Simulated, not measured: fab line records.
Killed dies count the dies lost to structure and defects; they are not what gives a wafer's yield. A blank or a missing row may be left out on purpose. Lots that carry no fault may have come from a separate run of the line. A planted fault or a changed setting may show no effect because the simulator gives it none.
Split-lot experiment | flow n5Finfet | route with 1938 steps; 7 lots, 39 wafers read

SPLIT DETAILS
At N5_SD_EPI_N_ETCH_16 (etches SiO2 in CHF3/O2, target depth 5 nm), the setting targetDepthA was moved away from the recipe's 50 angstrom on 18 of the 39 wafers read, by -47.0% to +45.6%. This setting was run at the recipe's value on the other wafers.

The split's own step is where the reading is taken.

THE READING
etch.depthNm (the simulator's own value, which no gauge read), in nm, at N5_SD_EPI_N_ETCH_16 (etches SiO2 in CHF3/O2, target depth 5 nm). The file does not state a usual value for it. Here, 21 wafers ran the recipe; their average is 5.005 nm with a standard deviation of 0.081 nm.

wafer  | tool, chamber at the split | targetDepthA as run, angstrom | against the recipe | etch.depthNm, nm | against lot-mates on the recipe
L076.1 | rieDiel-02, 0              | 32.81                         | -34.4%             | 3.287            | -1.719
L076.2 | rieDiel-02, 3              | 32.81                         | -34.4%             | 3.262            | -1.744
L076.3 | rieDiel-02, 1              | 50                            | recipe             | 5.023            | -
L076.4 | rieDiel-02, 0              | 50                            | recipe             | 4.99             | -
L076.5 | rieDiel-02, 1              | 32.81                         | -34.4%             | 3.301            | -1.705
L076.6 | rieDiel-02, 3              | 50                            | recipe             | 5.005            | -
L078.1 | rieDiel-04, 3              | 36.64                         | -26.7%             | 3.731            | -1.277
L078.2 | rieDiel-04, 2              | 36.64                         | -26.7%             | 3.625            | -1.383
L078.3 | rieDiel-04, 0              | 50                            | recipe             | 5.01             | -
L078.4 | rieDiel-04, 1              | 36.64                         | -26.7%             | 3.73             | -1.278
L078.5 | rieDiel-04, 3              | 50                            | recipe             | 5.053            | -
L078.6 | rieDiel-04, 2              | 50                            | recipe             | 4.962            | -
L081.1 | rieDiel-01, 0              | 72.82                         | +45.6%             | 7.133            | +2.160
L081.2 | rieDiel-01, 1              | 50                            | recipe             | 5.089            | -
L081.3 | rieDiel-01, 2              | 72.82                         | +45.6%             | 7.126            | +2.153
L081.4 | rieDiel-01, 3              | 50                            | recipe             | 4.953            | -
L081.5 | rieDiel-01, 2              | 50                            | recipe             | 4.878            | -
L081.6 | rieDiel-01, 3              | 72.82                         | +45.6%             | 7.19             | +2.217
L087.1 | rieDiel-01, 2              | 50                            | recipe             | 4.883            | -
L087.2 | rieDiel-01, 0              | 26.49                         | -47.0%             | 2.591            | -2.361
L087.3 | rieDiel-01, 1              | 50                            | recipe             | 5.06             | -
L087.4 | rieDiel-01, 3              | 50                            | recipe             | 4.912            | -
L087.5 | rieDiel-01, 0              | 26.49                         | -47.0%             | 2.61             | -2.342
L087.6 | rieDiel-01, 1              | 26.49                         | -47.0%             | 2.681            | -2.271
L092.1 | rieDiel-01, 2              | 50                            | recipe             | 4.893            | -
L092.2 | rieDiel-01, 3              | 50                            | recipe             | 4.881            | -
L092.3 | rieDiel-01, 1              | 28.09                         | -43.8%             | 2.83             | -2.116
L092.4 | rieDiel-01, 0              | 28.09                         | -43.8%             | 2.707            | -2.239
L092.5 | rieDiel-01, 2              | 28.09                         | -43.8%             | 2.733            | -2.213
L092.6 | rieDiel-01, 1              | 50                            | recipe             | 5.063            | -
L093.1 | rieDiel-04, 2              | 38.26                         | -23.5%             | 3.842            | -1.241
L093.2 | rieDiel-04, 3              | 50                            | recipe             | 5.123            | -
L093.3 | rieDiel-04, 0              | 50                            | recipe             | 5.007            | -
L093.4 | rieDiel-04, 1              | 38.26                         | -23.5%             | 3.93             | -1.153
L093.5 | rieDiel-04, 2              | 38.26                         | -23.5%             | 3.84             | -1.243
L093.6 | rieDiel-04, 1              | 50                            | recipe             | 5.12             | -
L096.2 | rieDiel-04, 1              | 50                            | recipe             | 5.144            | -
L096.5 | rieDiel-04, 0              | 50                            | recipe             | 5.002            | -
L096.6 | rieDiel-04, 1              | 50                            | recipe             | 5.052            | -

FIT RESULTS
A straight line over all 39 wafers: etch.depthNm changes by +0.0492 nm for each +1% of targetDepthA; r = +1.00; the points scatter about the line by 0.078 nm.
The same after taking each lot's own level away (the mean of its wafers on the recipe; 39 wafers): +0.0491 nm for each +1%; r = +1.00; scatter 0.061 nm.
The reading moves by 2.3 nm for the largest change in targetDepthA, on that fit.
From 4.9457 to 5.0833 nm: that is the span of the lots' own levels, equal to 1.7 times the standard deviation above.
So the lot-to-lot level changes the slope little: the two slopes agree.
Check: -2.32 nm against its lot-mates is what the line predicts for one of the wafers moved furthest among these (-47.0%) when that wafer is left out of the fit. Against them it came out at -2.36 nm.

OTHER SPLITS APPLIED TO THESE WAFERS
Note: prior to the reading, these wafers also went through further splits. Each is held against what the fit with the lots' levels taken away leaves over:
other split on the same wafers | wafers away from the commonest value | r with etch.depthNm (lot level and that fit taken away)
N5_FIN_SAQP_ALD_61 aldCycles   | 15                                   | +0.03

FILE'S OWN FIT
etch.depthNm changes by +0.0493 nm for each +1% of targetDepthA, r = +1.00.
